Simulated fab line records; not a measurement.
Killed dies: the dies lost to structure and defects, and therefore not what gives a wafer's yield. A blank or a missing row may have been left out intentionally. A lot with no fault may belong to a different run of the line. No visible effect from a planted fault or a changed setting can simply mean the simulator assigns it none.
fab line records	flow n5-finfet	part 1 of 2: steps 1 to 21 of 30
record: lots: 5	wafers: 15	last-day: 17
route steps=1938 shown BEOL_M13@1677
lots with no fault: from the same line, run without faults
start-h: hours from the record's opening day to when the first of the lot's shown wafers began	wait-h: hours elapsed since this lot's preceding step	" same as the row above	L1.1+2: a single row standing in for several wafers	- either no value or no given start	* or withheld: withheld	< > ~ a bound
route shown NAME@n: a module of which the file shows steps, and the number in the route of the first	usual: the fault-free wafers' mean and standard deviation	same: alike in all rows	chamber/n: place in a boat	sites: each site's reading	_std_site: the values' standard deviation	_edge_site: mean of outer sites minus mean of inner sites	radius-mm: how far each site lies from the wafer's centre	mask NAME#n: copy n	behind: tool/chamber where the wafer was last shaped	hold: cause of the lot's hold/its duration in hours/its outcome	device: whichever transistor did not switch (one of n, p or np)	end of line: tests run on the same wafers once the route is complete	a step given without rows: its recipe and nothing more	killed: dies lost to structure and defects at the first sort, not the wafer's yield	map: shows each die of a wafer: x if killed, . if not, _ if none is there
set.NAME: the setting that was run; set.NAME@STEP: the one run at that earlier step	model.NAME: the simulator's own value behind a step, which no gauge read
certain route steps with their lots: each step a table, each wafer a row
services: when a tool's chamber went out of use (start-h, in hours from the record's first day, below 0 if earlier), for how many hours, and the reason
== steps ==
step: N5_BEOL_M13_STRIP_71
recipe: chemistry: post-etch-residue-remover	time-s: 60	temp-c: 25	remover-ph: withheld	remover-water-wt-pct: withheld	remover-fluoride-wt-pct: withheld
lot.wafer	tool	chamber	start-h	wait-h
L074.2+4+6	wet-bench-02	0,7,5	241.35	0.1
L081.2+5+6	wet-bench-02	7,1,3	295.11	0.1
L085.1+3+4	wet-bench-02	1,3,4	311.87	0.1
L092.1+2+6	wet-bench-02	2,4,7	354.87	0.1
L097.1+3+5	wet-bench-02	5,2,1	371.91	0.1
step: N5_BEOL_M13_SRD_72
recipe: time-s: 30	temp-c: 23	rinse-liquid: diw	dry: n2-spin	spin-rpm: 1500	dry-time-s: 30
lot.wafer	tool	chamber	start-h	wait-h
L074.2+4+6	wet-bench-02	0,7,5	241.37	0.0
L081.2+5+6	wet-bench-02	7,1,3	295.13	0.0
L085.1+3+4	wet-bench-02	1,3,4	311.89	0.0
L092.1+2+6	wet-bench-02	2,4,7	354.89	0.0
L097.1+3+5	wet-bench-02	5,2,1	371.93	0.0
step: N5_BEOL_M13_CD_MEAS_17
recipe: target-cd-nm: 190	polarity: opening
usual: cd-nm: 189.7/1.6
lot.wafer	tool	chamber	start-h	wait-h	cd-nm
L074.2	cd-sem-01	-	241.41	0.0	191.4
L074.4	"	-	"	"	191.9
L074.6	"	-	"	"	191.0
L081.2	cd-sem-02	-	295.17	0.0	189.9
L081.5	"	-	"	"	191.3
L081.6	"	-	"	"	188.9
L085.1	cd-sem-02	-	311.93	0.0	186.6
L085.3	"	-	"	"	186.9
L085.4	"	-	"	"	188.0
L092.1	cd-sem-02	-	354.93	0.0	189.8
L092.2	"	-	"	"	189.3
L092.6	"	-	"	"	189.2
L097.1	cd-sem-01	-	371.97	0.0	188.7
L097.3	"	-	"	"	189.8
L097.5	"	-	"	"	189.9
step: N5_BEOL_M13_COAT_65
recipe: resist: SOC	temp-c: 250	time-s: 60	spin-rpm: 1500	resist-thk-nm: 350
usual: exhaust-pa: 45.1/0.94	resist-line-temp-C: 23.00/0.098	spin-speed-rpm: 1500.1/0.89
lot.wafer	tool	chamber	start-h	wait-h	exhaust-pa	resist-line-temp-C	spin-speed-rpm
L074.2	litho-track-05	0	241.44	0.0	46.8	22.95	1500.7
L074.4	"	0	"	"	45.3	23.00	1499.0
L074.6	"	0	"	"	45.9	22.99	1499.5
L081.2	litho-track-05	0	295.21	0.0	44.0	22.87	1498.8
L081.5	"	0	"	"	44.8	22.97	1500.1
L081.6	"	0	"	"	44.5	22.88	1498.4
L085.1	litho-track-04	0	311.97	0.0	46.2	23.07	1500.7
L085.3	"	0	"	"	45.8	23.06	1500.5
L085.4	"	0	"	"	45.7	23.12	1500.9
L092.1	litho-track-05	0	354.96	0.0	46.9	23.00	1499.2
L092.2	"	0	"	"	44.8	22.95	1498.1
L092.6	"	0	"	"	46.4	22.97	1500.4
L097.1	litho-track-05	0	372.01	0.0	45.4	22.98	1500.1
L097.3	"	0	"	"	45.7	22.76	1500.2
L097.5	"	0	"	"	46.7	22.93	1500.3
step: N5_BEOL_M13_COAT_66
recipe: resist: SiARC	temp-c: 220	time-s: 60	spin-rpm: 1500	resist-thk-nm: 110
usual: exhaust-pa: 45.1/0.99	resist-line-temp-C: 23.01/0.093	spin-speed-rpm: 1499.9/1
lot.wafer	tool	chamber	start-h	wait-h	exhaust-pa	resist-line-temp-C	spin-speed-rpm
L074.2	litho-track-05	0	-	-	47.3	23.14	1501.3
L074.4	"	0	"	"	46.6	22.95	1499.7
L074.6	"	0	"	"	46.1	22.98	1499.4
L081.2	litho-track-05	0	-	-	42.5	23.20	1501.2
L081.5	"	0	"	"	43.9	23.12	1500.8
L081.6	"	0	"	"	43.7	23.21	1498.9
L085.1	litho-track-04	0	-	-	45.1	23.06	1499.9
L085.3	"	0	"	"	45.8	23.06	1500.2
L085.4	"	0	"	"	45.8	23.20	1499.7
L092.1	litho-track-05	0	-	-	45.5	23.11	1499.5
L092.2	"	0	"	"	45.9	22.97	1499.1
L092.6	"	0	"	"	45.1	22.94	1499.4
L097.1	litho-track-05	0	-	-	44.0	23.06	1500.5
L097.3	"	0	"	"	46.0	22.98	1501.0
L097.5	"	0	"	"	44.2	23.01	1499.6
step: N5_BEOL_M13_COAT_22
recipe: spin-rpm: 2888	resist-thk-nm: 300
usual: exhaust-pa: 45.1/0.94	resist-line-temp-C: 23.00/0.11	spin-speed-rpm: 2888.2/1.8
lot.wafer	tool	chamber	start-h	wait-h	exhaust-pa	resist-line-temp-C	spin-speed-rpm
L074.2	litho-track-05	0	-	-	44.7	23.00	2886.7
L074.4	"	0	"	"	44.8	22.91	2888.3
L074.6	"	0	"	"	45.5	23.10	2886.9
L081.2	litho-track-05	0	-	-	45.2	22.88	2887.2
L081.5	"	0	"	"	44.5	23.04	2888.2
L081.6	"	0	"	"	45.2	23.10	2885.9
L085.1	litho-track-04	0	-	-	44.8	22.95	2889.6
L085.3	"	0	"	"	43.5	23.11	2887.6
L085.4	"	0	"	"	44.2	23.02	2888.6
L092.1	litho-track-05	0	-	-	45.4	22.86	2888.6
L092.2	"	0	"	"	44.4	22.84	2888.0
L092.6	"	0	"	"	43.5	22.86	2891.3
L097.1	litho-track-05	0	-	-	43.8	22.95	2890.4
L097.3	"	0	"	"	44.0	22.99	2888.4
L097.5	"	0	"	"	43.9	22.92	2893.1
step: N5_BEOL_M13_EBR_24
recipe: solvent: PGMEA	ebr-width-mm: 1.5
usual: exhaust-pa: 45.1/0.82	resist-line-temp-C: 23.00/0.11
lot.wafer	tool	chamber	start-h	wait-h	exhaust-pa	resist-line-temp-C
L074.2	litho-track-05	0	-	-	45.0	23.19
L074.4	"	0	"	"	45.0	23.12
L074.6	"	0	"	"	44.6	23.05
L081.2	litho-track-05	0	-	-	44.1	23.09
L081.5	"	0	"	"	47.5	23.17
L081.6	"	0	"	"	44.7	23.25
L085.1	litho-track-04	0	-	-	44.5	22.78
L085.3	"	0	"	"	45.9	22.87
L085.4	"	0	"	"	45.2	22.85
L092.1	litho-track-05	0	-	-	44.5	23.08
L092.2	"	0	"	"	45.3	22.84
L092.6	"	0	"	"	44.8	22.77
L097.1	litho-track-05	0	-	-	45.8	23.06
L097.3	"	0	"	"	46.3	23.21
L097.5	"	0	"	"	45.0	23.11
step: N5_BEOL_M13_SOFTBAKE_23
recipe: temp-c: 130	time-s: 60
usual: exhaust-pa: 44.9/0.86	resist-line-temp-C: 23.02/0.11
lot.wafer	tool	chamber	start-h	wait-h	exhaust-pa	resist-line-temp-C
L074.2	litho-track-05	0	-	-	45.3	23.18
L074.4	"	0	"	"	45.5	23.11
L074.6	"	0	"	"	46.4	23.18
L081.2	litho-track-05	0	-	-	44.4	22.97
L081.5	"	0	"	"	44.2	23.11
L081.6	"	0	"	"	44.0	23.16
L085.1	litho-track-04	0	-	-	45.8	22.90
L085.3	"	0	"	"	45.3	23.02
L085.4	"	0	"	"	46.2	23.04
L092.1	litho-track-05	0	-	-	46.1	23.11
L092.2	"	0	"	"	46.3	23.08
L092.6	"	0	"	"	46.5	22.93
L097.1	litho-track-05	0	-	-	44.3	22.99
L097.3	"	0	"	"	43.7	22.95
L097.5	"	0	"	"	44.3	22.97
step: N5_BEOL_M13_EXPOSE_25
recipe: mask-id: M13	na: 0.93	source-shape: conventional	sigma-outer: 0.4	polarization: unpolarized	target-cd-nm: 210	dose-mj: 22
usual: reticle-temp-C: 22.98/0.094
lot.wafer	tool	chamber	start-h	wait-h	mask	reticle-temp-C
L074.2	krf-scanner-02	0	241.69	-	M13#0	22.93
L074.4	"	0	"	"	M13#0	23.00
L074.6	"	0	"	"	M13#0	23.07
L081.2	krf-scanner-02	0	295.33	-	M13#0	22.92
L081.5	"	0	"	"	M13#0	22.97
L081.6	"	0	"	"	M13#0	23.01
L085.1	krf-scanner-02	0	312.08	-	M13#0	22.98
L085.3	"	0	"	"	M13#0	23.09
L085.4	"	0	"	"	M13#0	23.10
L092.1	krf-scanner-02	0	355.08	-	M13#0	23.09
L092.2	"	0	"	"	M13#0	23.00
L092.6	"	0	"	"	M13#0	23.05
L097.1	krf-scanner-01	0	372.25	-	M13#0	23.12
L097.3	"	0	"	"	M13#0	23.13
L097.5	"	0	"	"	M13#0	23.02
step: N5_BEOL_M13_PEB_26
recipe: peb-temp-c: 130	peb-time-s: 90
usual: exhaust-pa: 45.1/0.84	resist-line-temp-C: 22.99/0.1
lot.wafer	tool	chamber	start-h	wait-h	exhaust-pa	resist-line-temp-C
L074.2	litho-track-04	0	241.74	0.0	46.9	23.05
L074.4	"	0	"	"	44.5	23.01
L074.6	"	0	"	"	46.1	22.91
L081.2	litho-track-01	0	295.38	0.0	45.9	23.19
L081.5	"	0	"	"	45.6	23.10
L081.6	"	0	"	"	46.4	22.88
L085.1	litho-track-05	0	312.14	0.1	44.1	23.08
L085.3	"	0	"	"	43.9	23.24
L085.4	"	0	"	"	45.1	23.01
L092.1	litho-track-01	0	355.14	0.1	46.7	22.96
L092.2	"	0	"	"	46.7	22.98
L092.6	"	0	"	"	46.1	22.88
L097.1	litho-track-05	0	372.31	0.1	45.2	22.96
L097.3	"	0	"	"	46.2	23.06
L097.5	"	0	"	"	44.4	23.11
step: N5_BEOL_M13_DEVELOP_27
recipe: develop-time-s: 45	rinse-liquid: diw	dry: air-spin	dev-temp-c: 21
usual: exhaust-pa: 44.9/1.1	resist-line-temp-C: 23.00/0.11
lot.wafer	tool	chamber	start-h	wait-h	exhaust-pa	resist-line-temp-C
L074.2	litho-track-04	0	-	-	45.1	23.21
L074.4	"	0	"	"	45.3	23.00
L074.6	"	0	"	"	44.0	23.05
L081.2	litho-track-01	0	-	-	44.1	23.09
L081.5	"	0	"	"	45.4	23.16
L081.6	"	0	"	"	43.5	22.93
L085.1	litho-track-05	0	-	-	45.5	22.92
L085.3	"	0	"	"	44.4	22.90
L085.4	"	0	"	"	43.7	22.99
L092.1	litho-track-01	0	-	-	45.5	22.93
L092.2	"	0	"	"	44.1	22.78
L092.6	"	0	"	"	45.5	22.85
L097.1	litho-track-05	0	-	-	45.5	23.05
L097.3	"	0	"	"	44.8	22.97
L097.5	"	0	"	"	44.7	23.10
step: N5_BEOL_M13_HARDBAKE_32
recipe: temp-c: 130	time-s: 120
usual: exhaust-pa: 45.4/0.93	resist-line-temp-C: 23.01/0.1
lot.wafer	tool	chamber	start-h	wait-h	exhaust-pa	resist-line-temp-C
L074.2	litho-track-04	0	-	-	43.9	22.81
L074.4	"	0	"	"	45.5	22.99
L074.6	"	0	"	"	45.4	22.92
L081.2	litho-track-01	0	-	-	47.0	23.04
L081.5	"	0	"	"	46.2	23.04
L081.6	"	0	"	"	46.4	23.04
L085.1	litho-track-05	0	-	-	43.0	22.99
L085.3	"	0	"	"	43.7	22.89
L085.4	"	0	"	"	44.4	22.97
L092.1	litho-track-01	0	-	-	45.4	23.16
L092.2	"	0	"	"	45.7	23.27
L092.6	"	0	"	"	45.1	23.29
L097.1	litho-track-05	0	-	-	44.5	23.02
L097.3	"	0	"	"	43.9	22.89
L097.5	"	0	"	"	45.4	22.92
step: N5_BEOL_M13_CD_MEAS_28
recipe: target-cd-nm: 209.5	landing-energy-ev: 500	detector: se-inlens
usual: cd-nm: 209.0/0.97
lot.wafer	tool	chamber	start-h	wait-h	cd-nm
L074.2	cd-sem-01	0	241.86	-	209.6
L074.4	"	0	"	"	209.2
L074.6	"	0	"	"	208.5
L081.2	cd-sem-03	0	295.50	-	209.7
L081.5	"	0	"	"	208.7
L081.6	"	0	"	"	209.3
L085.1	cd-sem-03	0	312.26	-	208.3
L085.3	"	0	"	"	209.0
L085.4	"	0	"	"	209.4
L092.1	cd-sem-03	0	355.25	-	210.5
L092.2	"	0	"	"	208.4
L092.6	"	0	"	"	208.2
L097.1	cd-sem-02	0	372.42	-	210.1
L097.3	"	0	"	"	208.8
L097.5	"	0	"	"	209.1
step: N5_BEOL_M13_OVL_MEAS_29
recipe: points-per-wafer: 44
usual: M13_OVL: 0/4.5
lot.wafer	tool	chamber	start-h	wait-h	M13_OVL[nm]
L074.2	overlay-02	0	241.89	0.0	1
L074.4	"	0	"	"	3
L074.6	"	0	"	"	-3
L081.2	overlay-02	0	295.53	0.0	-9
L081.5	"	0	"	"	-3
L081.6	"	0	"	"	-9
L085.1	overlay-01	0	312.29	0.0	3
L085.3	"	0	"	"	-6
L085.4	"	0	"	"	-5
L092.1	overlay-01	0	355.28	0.0	1
L092.2	"	0	"	"	-5
L092.6	"	0	"	"	2
L097.1	overlay-02	0	372.45	0.0	2
L097.3	"	0	"	"	0
L097.5	"	0	"	"	2
step: N5_BEOL_M13_INSPECT_30
recipe: mode: adi	inspect-instrument: macro
usual: raw-defect-count: 1.8/1.4
lot.wafer	tool	chamber	start-h	wait-h	raw-defect-count
L074.2	defect-inspect-02	-	241.91	0.0	1
L074.4	"	-	"	"	0
L074.6	"	-	"	"	1
L081.2	defect-inspect-02	-	295.55	0.0	2
L081.5	"	-	"	"	1
L081.6	"	-	"	"	1
L085.1	defect-inspect-02	-	312.31	0.0	4
L085.3	"	-	"	"	2
L085.4	"	-	"	"	1
L092.1	defect-inspect-01	-	355.31	0.0	3
L092.2	"	-	"	"	1
L092.6	"	-	"	"	1
L097.1	defect-inspect-01	-	372.48	0.0	0
L097.3	"	-	"	"	1
L097.5	"	-	"	"	0
step: N5_BEOL_M13_DESCUM_33
recipe: chemistry: O2	time-s: 7.9	source-power-w: 50	bias-power-w: 20	pressure-mtorr: 20	rf-frequency-hz: 2.712e+07	temp-c: 40	o2-flow-sccm: 225
usual: drypump-motor-current-A: 5.7/0.42	oes-product-au: 0.81/0.096	rf-vpp-V: 243.4/1.3	showerhead-plenum-p-Torr: 2.11/0.075	throttle-valve-pct: 20.40/0.21
lot.wafer	tool	chamber	start-h	wait-h	drypump-motor-current-A	oes-product-au	rf-hours-counter-h	rf-vpp-V	showerhead-plenum-p-Torr	throttle-valve-pct
L074.2	rie-diel-06	1	241.95	0.0	6.0	0.85	75	242.5	2.03	20.00
L074.4	"	0	"	"	5.2	0.69	197	242.2	1.98	20.49
L074.6	"	2	"	"	5.9	0.68	-	242.3	2.05	20.49
L081.2	rie-diel-05	0	295.59	0.0	5.1	0.95	8	243.8	2.15	20.46
L081.5	"	2	"	"	5.6	0.75	-	242.5	1.99	20.27
L081.6	"	0	"	"	5.1	0.95	-	244.0	2.15	20.47
L085.1	rie-diel-02	1	312.35	0.0	5.4	0.71	224	243.6	2.14	20.73
L085.3	"	3	"	"	5.5	0.80	104	244.0	2.11	20.35
L085.4	"	2	"	"	6.1	0.91	34	243.4	2.13	20.24
L092.1	rie-diel-02	2	355.34	0.0	6.1	0.88	47	244.6	2.12	20.28
L092.2	"	1	"	"	5.3	0.69	237	245.0	2.14	20.75
L092.6	"	1	"	"	5.4	0.69	-	244.6	2.14	20.75
L097.1	rie-diel-02	3	372.51	0.0	5.6	0.78	122	242.5	2.10	20.38
L097.3	"	0	"	"	6.5	0.82	73	243.8	2.13	20.52
L097.5	"	2	"	"	6.1	0.87	-	243.2	2.12	20.29
step: N5_BEOL_M13_ETCH_67
recipe: chemistry: CF4	target: SiARC	target-depth-a: 1430	time-s: 238.3	ion-energy-ev: 80	pressure-mtorr: 40	source-w: 545	bias-w: 36	Ar_flow_sccm: 100	cf4-flow-sccm: 100	ends: cleared
usual: drypump-motor-current-A: 5.7/0.42	etch-rf-on-time-s: 235/4.1	oes-product-au: 0.70/0.081	rf-vpp-V: 184.2/1.2	showerhead-plenum-p-Torr: 2.16/0.068	throttle-valve-pct: 15.62/0.21
lot.wafer	tool	chamber	start-h	wait-h	drypump-motor-current-A	etch-rf-on-time-s	oes-product-au	rf-hours-counter-h	rf-vpp-V	showerhead-plenum-p-Torr	throttle-valve-pct
L074.2	rie-diel-06	1	241.98	0.0	6.0	229	0.74	75	184.5	2.09	15.27
L074.4	"	0	"	"	5.2	239	0.61	197	183.7	2.04	15.81
L074.6	"	2	"	"	5.9	241	0.58	-	182.6	2.12	15.81
L081.2	rie-diel-05	0	295.62	0.0	5.1	230	0.82	8	184.3	2.19	15.53
L081.5	"	2	"	"	5.6	234	0.65	-	183.7	2.07	15.64
L081.6	"	0	"	"	5.1	233	0.81	-	184.5	2.19	15.53
L085.1	rie-diel-02	1	312.38	0.0	5.4	236	0.61	224	182.9	2.20	15.97
L085.3	"	3	"	"	5.5	234	0.69	104	183.5	2.16	15.56
L085.4	"	2	"	"	6.1	237	0.77	34	184.0	2.18	15.46
L092.1	rie-diel-02	2	355.37	0.0	6.2	233	0.77	47	183.6	2.18	15.48
L092.2	"	1	"	"	5.3	238	0.60	237	185.4	2.19	16.00
L092.6	"	1	"	"	5.3	234	0.60	-	186.1	2.19	16.01
L097.1	rie-diel-02	3	372.54	0.0	5.5	230	0.68	122	184.2	2.15	15.59
L097.3	"	0	"	"	6.5	231	0.71	73	183.1	2.17	15.57
L097.5	"	2	"	"	6.2	234	0.75	-	182.2	2.18	15.49
step: N5_BEOL_M13_ETCH_68
recipe: chemistry: N2/H2	target: SOC	mask-material: SiARC	source-w: 3000	bias-w: 350	temp-c: 40	time-s: 355	ion-energy-ev: 200	pressure-mtorr: 30	n2-flow-sccm: 200	h2-flow-sccm: 200
usual: drypump-motor-current-A: 5.7/0.41	oes-product-au: 0.81/0.095	rf-vpp-V: 524.4/2.4	showerhead-plenum-p-Torr: 2.56/0.092	throttle-valve-pct: 17.73/0.26
lot.wafer	tool	chamber	start-h	wait-h	drypump-motor-current-A	oes-product-au	rf-hours-counter-h	rf-vpp-V	showerhead-plenum-p-Torr	throttle-valve-pct
L074.2	rie-diel-06	2	242.13	0.1	5.9	0.67	236	522.4	2.51	17.87
L074.4	"	0	"	"	5.1	0.70	198	520.9	2.41	17.93
L074.6	"	2	"	"	5.9	0.68	-	521.8	2.50	17.85
L081.2	rie-diel-05	0	295.77	0.1	5.1	0.95	8	525.5	2.61	17.78
L081.5	"	2	"	"	5.6	0.75	-	520.3	2.42	17.59
L081.6	"	0	"	"	5.1	0.95	-	524.1	2.61	17.78
L085.1	rie-diel-02	1	312.53	0.1	5.4	0.71	224	527.5	2.62	18.23
L085.3	"	3	"	"	5.6	0.80	104	523.0	2.55	17.65
L085.4	"	2	"	"	6.2	0.89	34	525.7	2.58	17.56
L092.1	rie-diel-02	2	355.52	0.1	6.2	0.87	48	524.4	2.58	17.57
L092.2	"	1	"	"	5.4	0.69	237	525.9	2.62	18.21
L092.6	"	1	"	"	5.4	0.69	-	525.1	2.62	18.24
L097.1	rie-diel-02	3	372.69	0.1	5.6	0.78	122	524.1	2.54	17.69
L097.3	"	0	"	"	6.5	0.82	73	523.8	2.58	17.84
L097.5	"	2	"	"	6.1	0.87	-	525.9	2.58	17.60
step: N5_BEOL_M13_STRIP_69
recipe: chemistry: N2/H2	temp-c: 40	n2-flow-sccm: 200	h2-flow-sccm: 200	rf-frequency-hz: 6e+07
lot.wafer	tool	chamber	start-h	wait-h
L074.2+4+6	rie-diel-06	1,1,2	242.34	0.1
L081.2+5+6	rie-diel-05	0,2,0	295.98	0.1
L085.1+3+4	rie-diel-02	1,3,2	312.74	0.1
L092.1+2+6	rie-diel-02	2,1,1	355.73	0.1
L097.1+3+5	rie-diel-02	3,0,2	372.90	0.1
step: N5_BEOL_M13_TRENCH_ETCH_34
recipe: chemistry: C4F8/O2/Ar	target: SiOC	target-depth-a: 4134.7	mask-material: SOC	pressure-mtorr: 30	source-w: 3000	bias-w: 700	Ar_flow_sccm: 400	C4F8_flow_sccm: 15	O2_flow_sccm: 8	he-inner-torr: 15	he-outer-torr: 30	time-s: 162.6	ion-energy-ev: 250
usual: drypump-motor-current-A: 5.7/0.42	oes-product-au: 0.80/0.093	rf-vpp-V: 666/3.2	showerhead-plenum-p-Torr: 3.44/0.12	throttle-valve-pct: 24.18/0.18
lot.wafer	tool	chamber	start-h	wait-h	drypump-motor-current-A	oes-product-au	rf-hours-counter-h	rf-vpp-V	showerhead-plenum-p-Torr	throttle-valve-pct
L074.2	rie-diel-06	1	242.35	0.0	6.1	0.85	75	664	3.31	23.70
L074.4	"	1	"	"	6.0	0.84	-	663	3.31	23.69
L074.6	"	2	"	"	5.9	0.68	-	665	3.40	24.43
L081.2	rie-diel-05	0	295.99	0.0	5.1	0.93	8	668	3.50	24.24
L081.5	"	2	"	"	5.6	0.74	-	662	3.28	24.11
L081.6	"	0	"	"	5.1	0.94	-	667	3.49	24.23
L085.1	rie-diel-02	1	312.75	0.0	5.4	0.71	224	668	3.47	24.35
L085.3	"	3	"	"	5.6	0.80	104	665	3.46	24.24
L085.4	"	2	"	"	6.2	0.89	34	666	3.49	24.18
L092.1	rie-diel-02	2	355.74	0.0	6.2	0.89	48	666	3.49	24.21
L092.2	"	1	"	"	5.4	0.70	238	669	3.47	24.37
L092.6	"	1	"	"	5.4	0.69	-	668	3.47	24.37
L097.1	rie-diel-02	3	372.91	0.0	5.6	0.79	122	667	3.45	24.26
L097.3	"	0	"	"	6.5	0.82	73	667	3.45	24.19
L097.5	"	2	"	"	6.2	0.87	-	668	3.48	24.19
step: N5_BEOL_M13_STRIP_70
recipe: chemistry: C4F8/O2/Ar	resist: SiARC	rf-frequency-hz: 6e+07
lot.wafer	tool	chamber	start-h	wait-h
L074.2+4+6	rie-diel-06	1,1,2	242.48	0.1
L081.2+5+6	rie-diel-05	0,2,0	296.12	0.1
L085.1+3+4	rie-diel-02	1,3,2	312.89	0.1
L092.1+2+6	rie-diel-02	2,1,1	355.88	0.1
L097.1+3+5	rie-diel-02	3,0,2	373.05	0.1
